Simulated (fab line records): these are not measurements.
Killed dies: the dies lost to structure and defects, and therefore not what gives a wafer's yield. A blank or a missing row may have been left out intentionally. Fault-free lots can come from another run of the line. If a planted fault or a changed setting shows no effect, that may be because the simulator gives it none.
A sampling plan put to the test :: flow nand harc :: one fab line, 27 faults that these records tell of, each judged on the records of the lots that it struck; 1 more is left out, because the records don't allow judging it
The line's own looks make up the plan; these are the steps of the route where a gauge or inspection reads the wafer and leaves it unchanged. A look is open to judgement when struck wafers have a number at it and the file gives its usual mean and standard deviation on fault-free wafers. Caught: the struck wafers' mean, at a look after the fault's first step, is 4 or more of those standard deviations (sigma) away from the usual mean. On the tool: the same test on the tool's own readings at the fault's steps. Also counted as caught: the struck wafers showing another recipe, or a record that is empty for them alone.

== THE FAULTS, as the simulator had put them in ==
1. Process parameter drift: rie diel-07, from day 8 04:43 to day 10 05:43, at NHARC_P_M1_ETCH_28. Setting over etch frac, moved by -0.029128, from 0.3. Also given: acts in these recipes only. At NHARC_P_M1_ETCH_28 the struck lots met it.
2. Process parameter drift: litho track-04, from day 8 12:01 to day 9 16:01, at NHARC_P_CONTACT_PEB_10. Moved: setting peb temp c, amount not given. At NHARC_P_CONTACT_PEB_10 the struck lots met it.
3. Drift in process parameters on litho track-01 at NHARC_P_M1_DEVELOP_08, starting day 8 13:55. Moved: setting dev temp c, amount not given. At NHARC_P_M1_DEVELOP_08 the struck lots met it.
4. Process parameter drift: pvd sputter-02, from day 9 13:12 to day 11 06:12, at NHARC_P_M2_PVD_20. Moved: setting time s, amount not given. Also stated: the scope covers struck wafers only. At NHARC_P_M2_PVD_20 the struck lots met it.
5. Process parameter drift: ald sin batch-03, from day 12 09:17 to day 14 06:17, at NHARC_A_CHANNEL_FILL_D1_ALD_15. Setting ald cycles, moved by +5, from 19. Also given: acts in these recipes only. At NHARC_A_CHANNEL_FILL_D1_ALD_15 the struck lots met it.
6. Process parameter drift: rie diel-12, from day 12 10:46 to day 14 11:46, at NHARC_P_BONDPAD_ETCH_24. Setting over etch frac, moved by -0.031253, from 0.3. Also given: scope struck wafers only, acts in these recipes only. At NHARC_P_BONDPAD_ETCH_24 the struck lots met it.
7. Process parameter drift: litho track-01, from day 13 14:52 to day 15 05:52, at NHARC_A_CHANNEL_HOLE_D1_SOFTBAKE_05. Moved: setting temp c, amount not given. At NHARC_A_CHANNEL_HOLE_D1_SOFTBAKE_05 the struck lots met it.
8. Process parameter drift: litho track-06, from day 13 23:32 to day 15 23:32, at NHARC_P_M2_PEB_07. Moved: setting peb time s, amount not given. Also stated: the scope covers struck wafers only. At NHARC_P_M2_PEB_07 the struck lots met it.
9. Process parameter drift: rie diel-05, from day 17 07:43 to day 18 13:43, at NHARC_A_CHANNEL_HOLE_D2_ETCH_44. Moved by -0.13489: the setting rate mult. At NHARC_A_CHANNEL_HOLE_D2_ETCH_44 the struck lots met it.
10. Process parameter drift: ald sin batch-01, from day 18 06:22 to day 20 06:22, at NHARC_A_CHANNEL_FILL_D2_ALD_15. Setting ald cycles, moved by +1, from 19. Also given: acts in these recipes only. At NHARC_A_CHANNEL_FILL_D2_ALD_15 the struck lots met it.
11. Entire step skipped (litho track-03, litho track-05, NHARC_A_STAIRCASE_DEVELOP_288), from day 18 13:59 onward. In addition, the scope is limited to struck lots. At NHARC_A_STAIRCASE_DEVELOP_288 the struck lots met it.
12. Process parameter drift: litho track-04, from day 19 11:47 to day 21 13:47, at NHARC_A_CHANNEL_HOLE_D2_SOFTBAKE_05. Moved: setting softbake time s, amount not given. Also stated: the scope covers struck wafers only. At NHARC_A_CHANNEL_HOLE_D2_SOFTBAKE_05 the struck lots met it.
13. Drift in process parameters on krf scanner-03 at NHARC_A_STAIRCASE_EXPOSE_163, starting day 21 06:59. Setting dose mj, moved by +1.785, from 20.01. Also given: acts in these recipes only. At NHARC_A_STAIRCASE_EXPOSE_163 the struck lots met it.
14. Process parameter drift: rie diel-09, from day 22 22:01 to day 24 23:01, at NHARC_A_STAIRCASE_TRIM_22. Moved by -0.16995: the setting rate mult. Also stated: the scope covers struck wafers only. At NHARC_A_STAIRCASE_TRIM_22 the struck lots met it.
15. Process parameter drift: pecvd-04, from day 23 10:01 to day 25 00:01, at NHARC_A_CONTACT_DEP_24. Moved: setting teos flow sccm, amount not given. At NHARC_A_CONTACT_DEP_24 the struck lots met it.
16. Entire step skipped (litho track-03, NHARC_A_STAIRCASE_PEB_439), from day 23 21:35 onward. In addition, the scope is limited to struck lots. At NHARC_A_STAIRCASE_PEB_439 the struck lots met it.
17. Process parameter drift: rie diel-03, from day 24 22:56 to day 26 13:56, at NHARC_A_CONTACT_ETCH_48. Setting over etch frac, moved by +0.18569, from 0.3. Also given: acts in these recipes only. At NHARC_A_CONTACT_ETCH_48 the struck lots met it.
18. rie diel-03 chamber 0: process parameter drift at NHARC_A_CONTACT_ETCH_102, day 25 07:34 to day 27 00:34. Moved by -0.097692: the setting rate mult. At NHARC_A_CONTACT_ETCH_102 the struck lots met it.
19. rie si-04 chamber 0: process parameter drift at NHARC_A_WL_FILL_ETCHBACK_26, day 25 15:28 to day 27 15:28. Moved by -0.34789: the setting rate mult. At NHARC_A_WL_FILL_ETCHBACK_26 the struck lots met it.
20. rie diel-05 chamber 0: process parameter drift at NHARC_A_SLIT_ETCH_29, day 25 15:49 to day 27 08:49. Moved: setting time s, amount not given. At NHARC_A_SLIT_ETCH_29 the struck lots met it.
21. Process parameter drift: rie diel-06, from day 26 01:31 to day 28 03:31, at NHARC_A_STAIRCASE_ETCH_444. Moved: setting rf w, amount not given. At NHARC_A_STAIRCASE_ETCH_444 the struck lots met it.
22. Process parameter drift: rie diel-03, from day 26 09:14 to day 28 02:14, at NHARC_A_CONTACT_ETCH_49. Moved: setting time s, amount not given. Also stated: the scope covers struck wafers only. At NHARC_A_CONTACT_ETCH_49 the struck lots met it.
23. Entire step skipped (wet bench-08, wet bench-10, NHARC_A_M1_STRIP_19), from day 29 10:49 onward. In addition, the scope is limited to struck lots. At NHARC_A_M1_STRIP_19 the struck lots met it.
24. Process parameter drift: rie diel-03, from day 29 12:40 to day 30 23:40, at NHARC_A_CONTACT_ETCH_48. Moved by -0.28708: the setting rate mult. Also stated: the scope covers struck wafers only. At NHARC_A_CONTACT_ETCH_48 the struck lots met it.
25. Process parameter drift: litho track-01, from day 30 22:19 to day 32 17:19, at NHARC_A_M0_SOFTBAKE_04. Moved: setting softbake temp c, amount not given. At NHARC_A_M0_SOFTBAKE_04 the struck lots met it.
26. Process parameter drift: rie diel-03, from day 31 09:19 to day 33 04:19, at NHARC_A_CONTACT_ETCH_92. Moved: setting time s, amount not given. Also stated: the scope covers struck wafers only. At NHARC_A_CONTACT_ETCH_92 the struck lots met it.
27. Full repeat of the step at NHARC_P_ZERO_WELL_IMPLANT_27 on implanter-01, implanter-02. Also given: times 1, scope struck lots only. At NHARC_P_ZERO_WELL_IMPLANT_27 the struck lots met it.

== WHAT THE PLAN SAW ==
fault: 1
on the tool itself: under 2 sigma
first look that catches it: no look after it can be judged
reading, sigma: -
median hours from its first step to that look: -
hours from the fault's start to the first struck lot there: -
judged looks passed uncaught: 0

fault: 2
on the tool itself: plate temp C -25 sigma
first look that catches it: no look after it can be judged
reading, sigma: -
median hours from its first step to that look: -
hours from the fault's start to the first struck lot there: -
judged looks passed uncaught: 0

fault: 3
on the tool itself: developer temp C -6.8 sigma
first look that catches it: none of the 2 looks that can be judged after it
reading, sigma: -
median hours from its first step to that look: -
hours from the fault's start to the first struck lot there: -
judged looks passed uncaught: 2

fault: 4
on the tool itself: under 2 sigma
first look that catches it: no look after it can be judged
reading, sigma: -
median hours from its first step to that look: -
hours from the fault's start to the first struck lot there: -
judged looks passed uncaught: 0

fault: 5
on the tool itself: under 2 sigma
first look that catches it: not the one look that can be judged after it
reading, sigma: -
median hours from its first step to that look: -
hours from the fault's start to the first struck lot there: -
judged looks passed uncaught: 1

fault: 6
on the tool itself: under 2 sigma
first look that catches it: none of the 2 looks that can be judged after it
reading, sigma: -
median hours from its first step to that look: -
hours from the fault's start to the first struck lot there: -
judged looks passed uncaught: 2

fault: 7
on the tool itself: heater power total W +70 sigma
first look that catches it: none of the 2 looks that can be judged after it
reading, sigma: -
median hours from its first step to that look: -
hours from the fault's start to the first struck lot there: -
judged looks passed uncaught: 2

fault: 8
on the tool itself: heater power total W +11 sigma
first look that catches it: no look after it can be judged
reading, sigma: -
median hours from its first step to that look: -
hours from the fault's start to the first struck lot there: -
judged looks passed uncaught: 0

fault: 9
on the tool itself: oes product au -6.8 sigma
first look that catches it: NHARC_END_SORT_01
reading, sigma: killed at array +34
median hours from its first step to that look: 266.7
hours from the fault's start to the first struck lot there: 268
judged looks passed uncaught: 0

fault: 10
on the tool itself: under 2 sigma
first look that catches it: no look after it can be judged
reading, sigma: -
median hours from its first step to that look: -
hours from the fault's start to the first struck lot there: -
judged looks passed uncaught: 0

fault: 11
on the tool itself: the tool's record is blank for the struck wafers
first look that catches it: no look after it can be judged
reading, sigma: -
median hours from its first step to that look: -
hours from the fault's start to the first struck lot there: -
judged looks passed uncaught: 0

fault: 12
on the tool itself: heater power total W +99 or beyond sigma
first look that catches it: not the one look that can be judged after it
reading, sigma: -
median hours from its first step to that look: -
hours from the fault's start to the first struck lot there: -
judged looks passed uncaught: 1

fault: 13
on the tool itself: exposure dose mJ cm2 +94 sigma
first look that catches it: not the one look that can be judged after it
reading, sigma: -
median hours from its first step to that look: -
hours from the fault's start to the first struck lot there: -
judged looks passed uncaught: 1

fault: 14
on the tool itself: oes product au -7.8 sigma
first look that catches it: not the one look that can be judged after it
reading, sigma: -
median hours from its first step to that look: -
hours from the fault's start to the first struck lot there: -
judged looks passed uncaught: 1

fault: 15
on the tool itself: mfc precursor sccm +56 sigma
first look that catches it: not the one look that can be judged after it
reading, sigma: -
median hours from its first step to that look: -
hours from the fault's start to the first struck lot there: -
judged looks passed uncaught: 1

fault: 16
on the tool itself: the tool's record is blank for the struck wafers
first look that catches it: no look after it can be judged
reading, sigma: -
median hours from its first step to that look: -
hours from the fault's start to the first struck lot there: -
judged looks passed uncaught: 0

fault: 17
on the tool itself: under 2 sigma
first look that catches it: no look after it can be judged
reading, sigma: -
median hours from its first step to that look: -
hours from the fault's start to the first struck lot there: -
judged looks passed uncaught: 0

fault: 18
on the tool itself: oes product au -6.3 sigma
first look that catches it: NHARC_END_SORT_01
reading, sigma: killed at array +24
median hours from its first step to that look: 65.4
hours from the fault's start to the first struck lot there: 76
judged looks passed uncaught: 0

fault: 19
on the tool itself: oes product au -22 sigma
first look that catches it: no look after it can be judged
reading, sigma: -
median hours from its first step to that look: -
hours from the fault's start to the first struck lot there: -
judged looks passed uncaught: 0

fault: 20
on the tool itself: run length s -9.7 sigma
first look that catches it: not the one look that can be judged after it
reading, sigma: -
median hours from its first step to that look: -
hours from the fault's start to the first struck lot there: -
judged looks passed uncaught: 1

fault: 21
on the tool itself: rf fwd power W -99 or beyond sigma
first look that catches it: no look after it can be judged
reading, sigma: -
median hours from its first step to that look: -
hours from the fault's start to the first struck lot there: -
judged looks passed uncaught: 0

fault: 22
on the tool itself: run length s +63 sigma
first look that catches it: no look after it can be judged
reading, sigma: -
median hours from its first step to that look: -
hours from the fault's start to the first struck lot there: -
judged looks passed uncaught: 0

fault: 23
on the tool itself: the tool's record is blank for the struck wafers
first look that catches it: not the one look that can be judged after it
reading, sigma: -
median hours from its first step to that look: -
hours from the fault's start to the first struck lot there: -
judged looks passed uncaught: 1

fault: 24
on the tool itself: oes product au -15 sigma
first look that catches it: NHARC_END_SORT_01
reading, sigma: killed at array +22
median hours from its first step to that look: 74.7
hours from the fault's start to the first struck lot there: 96
judged looks passed uncaught: 0

fault: 25
on the tool itself: heater power total W -99 or beyond sigma
first look that catches it: not the one look that can be judged after it
reading, sigma: -
median hours from its first step to that look: -
hours from the fault's start to the first struck lot there: -
judged looks passed uncaught: 1

fault: 26
on the tool itself: run length s -63 sigma
first look that catches it: no look after it can be judged
reading, sigma: -
median hours from its first step to that look: -
hours from the fault's start to the first struck lot there: -
judged looks passed uncaught: 0

fault: 27
on the tool itself: no reading that can be judged
first look that catches it: no look after it can be judged
reading, sigma: -
median hours from its first step to that look: -
hours from the fault's start to the first struck lot there: -
judged looks passed uncaught: 0
A dash: this means the fault isn't caught or the number doesn't appear in these records.

Caught at a look: 3 of 27. Caught on the tool: 20 of 27. By one or the other: 20 of 27.
Faults 2, 3, 7, 8, 11, 12, 13, 14, 15, 16, 19, 20, 21, 22, 23, 25, 26 were caught on the tool alone.
Caught by neither: faults 1, 4, 5, 6, 10, 17, 27.

== THINNER SAMPLING ==
Were the look that catches a fault to measure just every second or every third lot (counted by lot number), the first struck lot would, at worst, be measured this late:
fault: 9
struck lots at that look, in order of time: L817, L818
every lot: 268 h
every second lot: 292 h
every third lot: may miss all 2

fault: 18
struck lots at that look, in order of time: L848
every lot: 76 h
every second lot: may miss it
every third lot: may miss it

fault: 24
struck lots at that look, in order of time: L690, L691
every lot: 96 h
every second lot: 99 h
every third lot: may miss all 2
Hours count from the start of the fault until the first struck lot that is measured. Since the struck wafers were tested as one group against 4 sigma, a single lot by itself may lie under the limit. Other struck lots may not be in these records.

== THE LONGEST TIMED WAY FROM STEP TO LOOK ==
For fault 9, NHARC_A_CHANNEL_HOLE_D2_ETCH_44 and NHARC_END_SORT_01 are separated by a median of 266.7 hours. No look between them can be judged.
